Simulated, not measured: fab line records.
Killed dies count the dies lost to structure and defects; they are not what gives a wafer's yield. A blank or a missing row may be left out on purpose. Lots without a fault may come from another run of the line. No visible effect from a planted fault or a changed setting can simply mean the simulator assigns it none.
Matching of chambers	flow n5_finfet	N5_BEOL_M3_ETCH_69 on rie_diel-02: 4 sister chambers
The step etches SiARC in CF4, target depth 15.6 nm, time 26 s. 4 wafers are shown with their chamber, then 12 later ones without.

== WAFERS PAIRED WITH THEIR CHAMBERS ==
wafer	chamber	drypump_motor_current_A (A)
L082.4	0	6.5
L092.1	2	5.8
L092.2	1	5.7
L092.3	3	6.5

== WAFERS WITH NO CHAMBER GIVEN ==
wafer	drypump_motor_current_A (A)
L093.1	5.9
L093.2	6.5
L093.4	5.7
L094.2	5.7
L094.3	5.9
L094.4	6.5
L095.3	5.7
L095.4	5.8
L095.5	5.7
L097.2	5.7
L097.4	5.7
L097.6	6.5

== WHICH CHAMBER EACH WENT THROUGH ==
wafer	from the rows above	in truth
L093.1	2	2
L093.2	can't be placed: 0 or 3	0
L093.4	1	1
L094.2	1	1
L094.3	2	2
L094.4	can't be placed: 0 or 3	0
L095.3	1	1
L095.4	2	2
L095.5	1	1
L097.2	1	1
L097.4	1	1
L097.6	can't be placed: 0 or 3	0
9 of 12 placed correctly. From these rows, 3 cannot be placed; in 3 the true chamber is one of the candidates. 0 placed wrongly.
How it was worked out, from the rows above alone: a wafer's distance from a chamber is the root of the sum, over the readings, of the square of ((its reading less the chamber's mean) divided by the reading's scatter). If the next closest chamber is less than 2 further off than the closest, the wafer can't be placed; otherwise it belongs to the closest. A chamber's mean is the mean of its shown wafers. The scatter (one wafer shown for each chamber): square how far every hidden wafer sits from the nearest shown wafer, average those squares and take the square root.
